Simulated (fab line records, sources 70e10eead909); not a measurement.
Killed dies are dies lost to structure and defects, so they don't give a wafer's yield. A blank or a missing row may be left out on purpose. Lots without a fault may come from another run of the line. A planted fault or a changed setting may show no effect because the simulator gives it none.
fab line records | flow nand_harc
record lots=6 wafers=18 last_day=33
route steps=1302 shown A_ZERO_WELL@403 A_SOURCE_PLATE@413
lots that met no fault: from a run of the same line without faults
start_h: hours from the record's first day to the start of the lot's first wafer shown | wait_h: hours since the lot's step before | " the same as in the row above | L1.1+2: a row that stands for several wafers | - no value, or no start given | * or withheld: withheld | < > ~ a bound
route shown NAME@n: a module of which the file shows steps, and the number in the route of the first | usual: mean/standard deviation of fault-free wafers | same: alike in all rows | chamber/n: place in a boat | sites: the reading at each site | _std_site: their standard deviation | _edge_site: outer sites' mean less inner sites' | radius_mm: how far each site lies from the wafer's centre | mask NAME#n: copy n | behind: the tool/chamber that last shaped the wafer | hold: why the lot was held/for how many hours/how that ended | device: the transistor (n, p or np) that didn't switch | end of line: the same wafers' tests at the end of the route | a step without rows: its recipe alone | killed: dies lost to structure and defects at the first sort, not the wafer's yield | map: a wafer's dies, x killed, . not, _ none there
set.NAME: the setting as run; set.NAME@STEP: as run at that earlier step | model.NAME: the simulator's own value behind a step, which no gauge read
lots at some steps of the route; a table a step, a row a wafer
services: from which hour (start_h, from the record's first day; less than 0 if before it) a tool's chamber was out of use, for how many hours, and why
## steps
# step NHARC_A_ZERO_WELL_DESCUM_12
# recipe time_s=3 o2_flow_sccm=200 ar_flow_sccm=0 bias_power_w=0 chemistry=O2
# usual drypump_motor_current_A=5.8/0.36 oes_product_au=0.997/0.0068 rf_vpp_V=57.8/0.9 showerhead_plenum_p_Torr=1.92/0.096 throttle_valve_pct=11.310/0.0089
# columns lot.wafer tool chamber start_h wait_h drypump_motor_current_A oes_product_au rf_hours_counter_h rf_vpp_V showerhead_plenum_p_Torr throttle_valve_pct
L606.4 rie_diel-01 0 177.53 - 6.0 0.996 24 59.0 2.05 11.306
L606.2 " 2 " " 5.9 0.995 21 57.3 1.90 11.314
L606.6 " 1 " " 5.9 1.001 - 59.5 2.02 11.306
L607.1 rie_diel-06 2 185.83 - 6.5 0.984 1 56.0 1.82 11.314
L607.3 " 3 " " 5.5 0.999 1 58.2 1.80 11.324
L607.6 " 0 " " 5.8 0.997 - 57.2 1.88 11.305
L609.4 rie_diel-06 1 211.08 - 5.7 0.996 1 57.1 2.05 11.323
L609.1 " 3 " " 5.5 0.995 1 57.0 1.80 11.305
L609.5 " 2 " " 6.6 0.992 - 57.6 1.82 11.318
L613.4 rie_diel-06 2 250.19 - 6.6 0.986 2 57.4 1.81 11.313
L613.2 " 3 " " 5.5 0.989 2 57.1 1.80 11.295
L613.3 " 0 " " 5.8 1.002 2 57.6 1.88 11.306
L623.3 rie_diel-01 3 354.17 - 5.7 0.999 19 57.0 1.85 11.303
L623.5 " 1 " " 5.9 0.996 - 56.9 2.01 11.309
L623.6 " 2 " " 5.9 0.990 - 57.6 1.90 11.314
L625.1 rie_diel-06 0 369.03 - 5.8 0.996 2 56.6 1.88 11.323
L625.4 " 1 " " 5.8 1.006 2 58.3 2.05 11.313
L625.3 " 2 " " 6.5 0.999 2 58.6 1.81 11.313
# step NHARC_A_ZERO_WELL_ETCH_19
# recipe target_depth_a=800 overetch_a=240 time_s=87.88 ion_energy_ev=200 n2_flow_sccm=150 h2_flow_sccm=150 ar_flow_sccm=0 rf_w=400 bias_w=150 chemistry=N2/H2
# usual drypump_motor_current_A=5.9/0.37 oes_product_au=0.997/0.0074 rf_fwd_power_W=396.7/1.6 rf_vpp_V=430.4/3 showerhead_plenum_p_Torr=2.04/0.1 throttle_valve_pct=14.173/0.0096
# columns lot.wafer tool chamber start_h wait_h drypump_motor_current_A oes_product_au rf_fwd_power_W rf_hours_counter_h rf_vpp_V showerhead_plenum_p_Torr throttle_valve_pct
L606.2 rie_diel-01 3 177.63 0.1 5.7 1.008 398.4 26 430.0 1.97 14.178
L606.4 " 0 " " 6.0 0.994 397.7 25 434.2 2.19 14.187
L606.6 " 1 " " 5.9 1.002 398.6 - 433.5 2.15 14.178
L607.3 rie_diel-06 2 185.90 0.1 6.6 0.983 399.0 1 428.2 1.93 14.181
L607.1 " 3 " " 5.5 0.998 393.7 1 427.3 1.91 14.166
L607.6 " 2 " " 6.6 0.995 398.6 - 427.4 1.93 14.181
L609.1 rie_diel-06 2 211.17 0.1 6.5 0.985 397.1 2 427.4 1.93 14.183
L609.4 " 0 " " 5.7 1.012 395.2 1 428.5 2.00 14.165
L609.5 " 3 " " 5.5 0.995 394.7 - 426.3 1.91 14.175
L613.4 rie_diel-06 2 250.27 0.1 6.6 0.992 399.3 3 429.1 1.93 14.168
L613.3 " 0 " " 5.7 1.001 396.6 2 429.7 2.00 14.178
L613.2 " 1 " " 5.7 1.008 394.9 2 435.5 2.19 14.179
L623.3 rie_diel-01 0 354.25 0.1 6.1 0.985 395.6 21 433.9 2.18 14.168
L623.6 " 3 " " 5.6 0.994 398.8 - 429.3 1.96 14.189
L623.5 " 0 " " 6.1 0.997 397.9 - 433.2 2.18 14.184
L625.4 rie_diel-06 1 369.12 0.1 5.8 1.002 395.4 2 434.7 2.18 14.169
L625.3 " 2 " " 6.6 0.987 398.8 2 427.0 1.93 14.184
L625.1 " 0 " " 5.8 0.991 394.8 2 428.8 2.00 14.174
# step NHARC_A_ZERO_WELL_ETCH_13
# recipe target_depth_a=1200 time_s=40.1 hbr_flow_sccm=150 cl2_flow_sccm=50 rf_w=400 icp_w=400 bias_w=100 chemistry=HBr/Cl2
# usual drypump_motor_current_A=5.7/0.38 oes_product_au=1.000/0.0089 rf_fwd_power_W=395.7/1.7 throttle_valve_pct=26.405/0.0081
# columns lot.wafer tool chamber start_h wait_h drypump_motor_current_A oes_product_au rf_fwd_power_W rf_hours_counter_h throttle_valve_pct
L606.4 rie_si-06 3 177.74 - 6.3 0.995 393.2 0.58 26.398
L606.2 " 2 " " 5.3 0.997 394.5 0.58 26.412
L606.6 " 0 " " 5.9 0.999 396.3 - 26.416
L607.1 rie_si-06 2 186.03 - 5.3 1.003 395.2 0.60 26.408
L607.3 " 3 " " 6.3 1.004 395.7 0.63 26.422
L607.6 " 2 " " 5.3 0.998 394.7 - 26.399
L609.4 rie_si-06 0 211.30 - 5.9 0.992 397.9 0.83 26.400
L609.1 " 1 " " 5.4 0.992 394.7 0.81 26.404
L609.5 " 3 " " 6.3 1.003 394.8 - 26.407
L613.2 rie_si-01 3 250.39 - 5.5 1.016 397.3 0.29 26.400
L613.3 " 1 " " 5.9 1.015 398.5 0.22 26.388
L613.4 " 2 " " 5.4 1.002 395.3 0.23 26.412
L623.3 rie_si-05 3 354.36 - 5.8 0.995 393.8 0.27 26.391
L623.5 " 3 " " 5.8 0.997 393.5 - 26.417
L623.6 " 0 " " 6.1 1.006 392.8 - 26.401
L625.3 rie_si-05 0 369.24 - 6.1 1.006 391.8 0.38 26.404
L625.1 " 1 " " 6.3 1.010 398.1 0.34 26.408
L625.4 " 3 " " 5.8 0.991 395.8 0.40 26.404
# step NHARC_A_ZERO_WELL_STRIP_14
# recipe time_s=900 temp_c=130 chemistry=SPM
# step NHARC_A_ZERO_WELL_IMPLANT_15
# recipe energy_kev=150 dose_cm2=1e+13 tilt_deg=7
# step NHARC_A_ZERO_WELL_PRECLEAN_22
# recipe time_s=60 temp_c=50 bath_age_min=0 chemistry=SC1
# step NHARC_A_ZERO_WELL_SRD_23
# step NHARC_A_ZERO_WELL_RTA_16
# recipe temp_c=1000 time_s=10
# usual lamp_power_pct=29.6/0.44 lamp_zone_1_pct=29.6/0.44 wafer_temp_C_max=1005.6/2
# columns lot.wafer tool chamber start_h wait_h lamp_power_pct lamp_zone_1_pct wafer_temp_C_max
L606.2 rtp_anneal-01 0 178.67 - 30.1 30.1 1008.7
L606.4 " 0 " " 30.1 30.2 1005.0
L606.6 " 0 " " 30.2 30.1 1006.6
L607.1 rtp_anneal-01 0 186.91 - 30.1 30.1 1008.8
L607.3 " 0 " " 30.1 30.1 1008.5
L607.6 " 0 " " 30.1 30.1 1004.9
L609.1 rtp_anneal-02 0 212.19 - 29.2 29.3 1004.5
L609.4 " 0 " " 29.2 29.3 1004.4
L609.5 " 0 " " 29.3 29.2 1005.6
L613.2 rtp_anneal-01 0 251.32 - 30.1 30.2 1006.6
L613.3 " 0 " " 30.1 30.1 1007.5
L613.4 " 0 " " 30.1 30.1 1008.2
L623.3 rtp_anneal-02 0 355.35 - 29.2 29.2 1004.6
L623.5 " 0 " " 29.2 29.2 1005.5
L623.6 " 0 " " 29.2 29.1 1004.0
L625.1 rtp_anneal-02 0 370.14 - 29.3 29.3 1003.5
L625.3 " 0 " " 29.2 29.3 1003.5
L625.4 " 0 " " 29.2 29.2 1003.4
# step NHARC_A_ZERO_WELL_INSPECT_17
# usual raw_defect_count=10/5.1
# columns lot.wafer tool chamber start_h wait_h raw_defect_count
L606.2 defect_inspect-02 - 178.84 0.1 3
L606.4 " - " " 7
L606.6 " - " " 6
L607.1 defect_inspect-02 - 187.11 0.2 15
L607.3 " - " " 1
L607.6 " - " " 6
L609.1 defect_inspect-02 - 212.39 0.2 5
L609.4 " - " " 6
L609.5 " - " " 10
L613.2 defect_inspect-02 - 251.49 0.1 5
L613.3 " - " " 9
L613.4 " - " " 6
L623.3 defect_inspect-02 - 355.49 0.1 21
L623.5 " - " " 12
L623.6 " - " " 14
L625.1 defect_inspect-02 - 370.51 0.3 15
L625.3 " - " " 6
L625.4 " - " " 7
# step NHARC_A_SOURCE_PLATE_PRECLEAN_00
# recipe time_s=60 chemistry=HF-LAST
# step NHARC_A_SOURCE_PLATE_SRD_01
# step NHARC_A_SOURCE_PLATE_OXIDE_02
# recipe target_thk_a=100 temp_c=900 ox_time_s=1362 material=SiO2
# usual spike_tc_bottom_C=918/3.4 spike_tc_lower_C=900.2/1.1
# columns lot.wafer tool chamber start_h wait_h spike_tc_bottom_C spike_tc_lower_C
L606.2 furnace-06 0 184.35 - 917 901.1
L606.4 " 0 " " 916 901.0
L606.6 " 0 " " 915 900.6
L607.1 furnace-01 0 191.07 - 922 899.0
L607.3 " 0 " " 923 901.8
L607.6 " 0 " " 921 899.3
L609.1 furnace-03 0 219.04 - 915 900.5
L609.4 " 0 " " 915 899.4
L609.5 " 0 " " 915 898.4
L609.1 furnace-03 0 225.66 2.9 915 899.1
L609.4 " 0 " " 915 900.6
L609.5 " 0 " " 917 900.7
L613.2 furnace-03 0 254.62 - 914 899.9
L613.3 " 0 " " 915 897.1
L613.4 " 0 " " 915 900.2
L613.2 furnace-03 0 259.77 1.4 917 899.9
L613.3 " 0 " " 915 901.6
L613.4 " 0 " " 915 899.6
L623.3 furnace-01 0 358.75 - 921 902.0
L623.5 " 0 " " 922 900.4
L623.6 " 0 " " 921 900.9
L625.1 furnace-06 0 374.99 - 916 901.0
L625.3 " 0 " " 919 901.3
L625.4 " 0 " " 917 901.5
# step NHARC_A_SOURCE_PLATE_THK_MEAS_09
# recipe thk_meas_gauge=ellipsometry
# usual thk_nm=9.7/1.1
# columns lot.wafer tool chamber start_h wait_h thk_nm
L606.2 film_metro-01 - 188.45 0.4 9.6
L606.4 " - " " 8.8
L606.6 " - " " 10.4
L607.1 film_metro-01 - 195.11 0.4 8.5
L607.3 " - " " 9.3
L607.6 " - " " 11.2
L609.1 film_metro-01 - 230.08 0.7 13.8
L609.4 " - " " 14.5
L609.5 " - " " 17.6
L613.2 film_metro-02 - 264.20 0.7 16.0
L613.3 " - " " 15.7
L613.4 " - " " 16.1
L623.3 film_metro-01 - 362.79 0.4 11.1
L623.5 " - " " 9.5
L623.6 " - " " 11.5
L625.1 film_metro-01 - 378.98 0.4 8.2
L625.3 " - " " 10.3
L625.4 " - " " 11.5
# step NHARC_A_SOURCE_PLATE_PVD_04
# recipe target_thk_a=500 material=WSi2
## services
# columns tool chamber start_h hours kind
rie_diel-06 0 163.70 - clean
rie_diel-01 2 186.27 8.3 repair
rie_si-01 - 193.00 9.0 pm
rie_diel-01 - 204.32 9.0 pm
furnace-01 - 210.11 26.0 pm
rie_si-01 1 225.29 14.7 repair
rie_diel-01 - 227.42 0.2 repair
rie_diel-06 - 233.58 0.5 repair
rie_si-06 - 249.00 9.0 pm
rie_diel-06 2 256.05 3.1 repair
rie_si-01 1 270.19 1.1 repair
rtp_anneal-01 - 290.06 0.6 repair
rie_si-06 0 290.15 7.0 repair
furnace-03 - 297.35 26.0 pm
rie_si-05 - 305.01 9.0 pm
rie_diel-01 3 305.68 3.7 repair
rie_diel-06 - 307.20 9.0 pm
rie_diel-01 3 322.22 2.5 repair
rie_si-05 3 330.16 1.7 repair
rie_si-01 3 345.03 4.1 repair
rie_si-05 2 346.19 13.7 repair
rie_si-06 1 363.45 5.9 repair
rie_si-01 - 370.00 9.0 pm
rtp_anneal-01 - 372.00 12.0 pm
## key
first_sign step=NHARC_A_SOURCE_PLATE_OXIDE_02 reading=visit direction=added
effect step=NHARC_A_SOURCE_PLATE_THK_MEAS_09 reading=thk_nm direction=up sigmas=5.6 usual=9.7 struck=15.6
met_at NHARC_A_SOURCE_PLATE_OXIDE_02
struck_wafers L609.1,L609.4,L609.5,L613.2,L613.3,L613.4
rows_end L609.1,L609.4,L609.5,L613.2,L613.3,L613.4
fault kind=repeated_step_whole tool=furnace-01,furnace-03,furnace-06 chamber=- onset_h=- steps=NHARC_A_SOURCE_PLATE_OXIDE_02 times=1 scope=struck_lots_only
# rows_end: these wafers met a further fault down the route, and their rows from its step on are left out
